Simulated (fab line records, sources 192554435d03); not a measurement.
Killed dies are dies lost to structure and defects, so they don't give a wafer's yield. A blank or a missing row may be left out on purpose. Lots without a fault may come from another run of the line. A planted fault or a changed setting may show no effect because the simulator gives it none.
Split-lot experiment | flow n5_finfet | 7 lots, 21 wafers read, on a route of 1938 steps

THE SPLIT
At N5_BEOL_M1_ETCH_70 (etches SOC in N2/H2, target depth 80 nm, overetch 16 nm, time 120 s), the setting time_s was moved away from the recipe's 120 s on 4 of the 21 wafers read, by -21.0% to +12.0%. The other wafers ran this setting at the recipe's value.

The reading is taken at the split's own step.

THE READING
SiARC_of_BEOL_M1_COAT_68.thk_nm (the simulator's own value, which no gauge read), in nm, at N5_BEOL_M1_ETCH_70 (etches SOC in N2/H2, target depth 80 nm, overetch 16 nm, time 120 s). The file gives no usual value for it. The 17 wafers here that ran the recipe average 6.5 nm, standard deviation 0.17 nm.

wafer  | tool, chamber at the split | time_s as run, s | against the recipe | SiARC_of_BEOL_M1_COAT_68.thk_nm, nm | against lot-mates on the recipe
L074.2 | rie_diel-01, 1             | 134.4            | +12.0%             | 5.4                                 | -0.8
L074.4 | rie_diel-01, 0             | 120              | recipe             | 6.4                                 | -
L074.6 | rie_diel-01, 1             | 120              | recipe             | 6                                   | -
L080.2 | rie_diel-06, 1             | 94.79            | -21.0%             | 7.4                                 | +0.8
L080.5 | rie_diel-06, 3             | 120              | recipe             | 6.4                                 | -
L080.6 | rie_diel-06, 0             | 120              | recipe             | 6.8                                 | -
L081.1 | rie_diel-01, 2,3           | 120              | recipe             | 6.6                                 | -
L081.5 | rie_diel-01, 2,3           | 120              | recipe             | 6.6                                 | -
L081.3 | rie_diel-01, 0             | 120              | recipe             | 6.4                                 | -
L084.2 | rie_diel-06, 2             | 120              | recipe             | 6.6                                 | -
L084.3 | rie_diel-06, 0             | 133.7            | +11.4%             | 6.2                                 | -0.3
L084.4 | rie_diel-06, 3             | 120              | recipe             | 6.4                                 | -
L085.1 | rie_diel-06, 3,2           | 120              | recipe             | 6.6                                 | -
L085.2 | rie_diel-06, 3,2           | 120              | recipe             | 6.6                                 | -
L085.3 | rie_diel-06, 1             | 120              | recipe             | 6.4                                 | -
L089.1 | rie_diel-01, 2             | 120              | recipe             | 6.6                                 | -
L089.4 | rie_diel-01, 0             | 97.15            | -19.0%             | 7.6                                 | +1.1
L089.6 | rie_diel-01, 0             | 120              | recipe             | 6.4                                 | -
L094.1 | rie_diel-05, 3             | 120              | recipe             | 6.6                                 | -
L094.2 | rie_diel-05, 0             | 120              | recipe             | 6.4                                 | -
L094.6 | rie_diel-05, 0             | 120              | recipe             | 6.4                                 | -
Where a row lists several chambers, the file gives one row for several wafers and doesn't say which wafer went through which chamber.

THE FIT
A straight line over all 21 wafers: SiARC_of_BEOL_M1_COAT_68.thk_nm changes by -0.0528 nm for each +1% of time_s; r = -0.88; the points scatter about the line by 0.21 nm.
The same after taking each lot's own level away (the mean of its wafers on the recipe; 21 wafers): -0.0471 nm for each +1%; r = -0.91; scatter 0.16 nm.
On that fit, the largest move of time_s shifts the reading by 0.99 nm.
The lots' own levels span 6.20 to 6.60 nm, that is 2.4 times the standard deviation above.
So the lot-to-lot level changes the slope: the two fits differ.
Check: with one of the wafers moved furthest among these (-21.0%) left out of the fit, the line predicts +1.13 nm for it against its lot-mates. It came out at +0.8 nm against them.

OTHER SPLITS ON THESE WAFERS
These wafers also went through other splits before the reading. Each is held against what the fit with the lots' levels taken away leaves over:
other split on the same wafers            | wafers away from the commonest value | r with SiARC_of_BEOL_M1_COAT_68.thk_nm (lot level and that fit taken away)
N5_HKMG_FIN_ETCH_32 bias_w                | 6                                    | -0.18
N5_MOL_CONTACT_COAG_ETCH_105 bias_w       | 2                                    | -0.26
N5_MOL_CONTACT_COAG_ETCH_124 source_w     | 9                                    | +0.28
N5_BEOL_M0_SAQP_SPACER1_ALD_98 ald_cycles | 8                                    | +0.08
N5_BEOL_M0_SAQP_CUT_ETCH_46 time_s        | 7                                    | -0.33
N5_BEOL_M1_EXPOSE_25 dose_mj              | 5                                    | +0.17

THE FILE'S OWN FIT
SiARC_of_BEOL_M1_COAT_68.thk_nm changes by -0.0471 nm for each +1% of time_s, r = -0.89.
